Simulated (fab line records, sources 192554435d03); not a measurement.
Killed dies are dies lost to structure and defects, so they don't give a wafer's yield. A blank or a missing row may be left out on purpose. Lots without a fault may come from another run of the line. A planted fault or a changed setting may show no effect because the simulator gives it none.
A struck lot beside a sound one | flow n5_finfet | 36 steps out of a route of 1938
Sound: wafers L395.1, L395.3, L395.5. Struck: wafer L405.1. (L405.2, L405.5 of the same lot were not struck and are left out.) The cause comes at the end.
At each step with rows: each side's tool, then ch and its chambers, then its first start. Under that, the readings that differ: sound wafers | struck wafers | difference of the means | sigmas: that difference in standard deviations of wafers without a fault.
alike: readings whose means differ by less than 2 such deviations, and words and numbers that are the same on both sides. not compared: withheld readings, readings that some wafer has no value for, bounds like >300 that may hide the same value, and numbers for which the record gives no deviation and whose values overlap.
The two part at a step that has a row with sigmas, a row that says differs or no value, or rows on one side only. Numbers that don't overlap but have no deviation are shown without sigmas and don't part them. A reading that every wafer of one side lacks parts them only if that side has two wafers or more.

first, 9 steps without rows for these wafers: N5_BEOL_M4_ANNEAL_95 (time 240 s); N5_BEOL_M4_SPUTTER_96 (material Cu, target thk 4.5 nm, time 8.29 s); N5_BEOL_M4_ECD_50 (material Cu, target thk 300 nm); N5_BEOL_M4_ANNEAL_51 (time 90 s); N5_BEOL_M4_CMP_52 (polishes, stops on SiOC, t overpolish 6.8 s, target thk 40 nm); N5_BEOL_M4_PRE_CLEAN_60 (time 15 s); N5_BEOL_M4_CO_CAP_55 (material Co, precursor CCTBA/H2, target thk 2 nm, time 102.1 s); N5_BEOL_M4_PRE_CLEAN_56 (time 15 s); N5_BEOL_M4_DEP_57 (deposits SiCN from 3MS/NH3, target thk 8 nm, time 14 s).
N5_BEOL_M4_RC_MEAS_101:
  sound on prober-01 ch 0, day 9 22:34; struck on prober-01 ch 0, day 12 08:06
  reading       | sound          | struck | difference | sigmas
  SS_N (mV/dec) | 71.9 71.7 71.4 | 72.9   | +1.2       | +2
  alike: DIBL_N, DIBL_P, IOFF_N, IOFF_P, ION_N, ION_P, SS_P, VT_N, VT_P
then, 24 steps without rows for these wafers: N5_BEOL_M5_ILD_DEP_00 (deposits SiCOH lowk from DEMS/porogen, target thk 140.64 nm, time 25.9 s); N5_BEOL_M5_CURE_79 (cures SiCOH lowk, time 240 s); N5_BEOL_M5_PECVD_70 (deposits SiO2 from TEOS/O2, target thk 16 nm, time 18 s); N5_BEOL_M5_HM_DEP_02 (deposits TiN, target thk 20 nm); N5_BEOL_M5_COAT_59 (time 60 s, resist thk 60 nm); N5_BEOL_M5_COAT_60 (time 60 s, resist thk 12 nm); N5_BEOL_M5_COAT_71 (time 60 s, resist thk 5 nm); N5_BEOL_M5_COAT_05 (resist thk 30 nm); N5_BEOL_M5_EBR_07; N5_BEOL_M5_SOFTBAKE_06 (time 60 s); N5_BEOL_M5_EXPOSE_08 (exposes mask M5, target cd 28 nm); N5_BEOL_M5_PEB_09 (peb time 60 s); N5_BEOL_M5_DEVELOP_10 (develop time 30 s); N5_BEOL_M5_DESCUM_16 (chemistry O2, time 7 s); N5_BEOL_M5_ETCH_72 (etches underlayer in N2/H2, target depth 6.5 nm, time 5.2 s); N5_BEOL_M5_ETCH_61 (etches SiARC in CF4, target depth 15.6 nm, time 26 s); N5_BEOL_M5_ETCH_62 (etches SOC in N2/H2, target depth 75 nm, overetch 15 nm, time 112.5 s); N5_BEOL_M5_STRIP_63 (strips in N2/H2); N5_BEOL_M5_STRIP_73 (strips in N2/H2); N5_BEOL_M5_STRIP_64 (strips in CF4); N5_BEOL_M5_HM_OPEN_17 (chemistry Cl2/BCl3, target TiN, target depth 20 nm, overetch 6 nm); N5_BEOL_M5_STRIP_19 (strips in O2); N5_BEOL_M5_COAT_65 (time 60 s, resist thk 60 nm); N5_BEOL_M5_COAT_66 (time 60 s, resist thk 12 nm).
N5_BEOL_M7_VIA_ETCH_34: etches SiCOH lowk in C4F6/O2, target depth 125.5 nm, time 50.5 s.
  sound on rie_diel-03 ch 0,1, day 10 22:53; struck on rie_diel-03 ch 3, day 13 09:45
  reading                                  | sound             | struck | difference | sigmas
  model.etch.depth_nm (nm)                 | 123.4 121.1 119.7 | 92.76  | -28.64     |
  model.SOC_of_BEOL_M7_COAT_63.thk_nm (nm) | 54.2 54.2 54.4    | 55.6   | +1.3       |
  alike: drypump_motor_current_A, oes_product_au, rf_vpp_V, showerhead_plenum_p_Torr, throttle_valve_pct
  not compared: rf_hours_counter_h
-- the record jumps here: 3 days lie between the struck wafers' starts before and after (it left off in module BEOL_M7 and takes up again in module PASSIVATION, whose first step shown is number 1936 of the route) --
N5_PASSIVATION_PROBE_49:
  the record has rows for the struck wafers here (prober-01, day 16 12:14) and none for the sound ones

WHERE THEY PART
First at N5_BEOL_M4_RC_MEAS_101; last, within this record, at N5_PASSIVATION_PROBE_49.

WHY: what the simulator had put in
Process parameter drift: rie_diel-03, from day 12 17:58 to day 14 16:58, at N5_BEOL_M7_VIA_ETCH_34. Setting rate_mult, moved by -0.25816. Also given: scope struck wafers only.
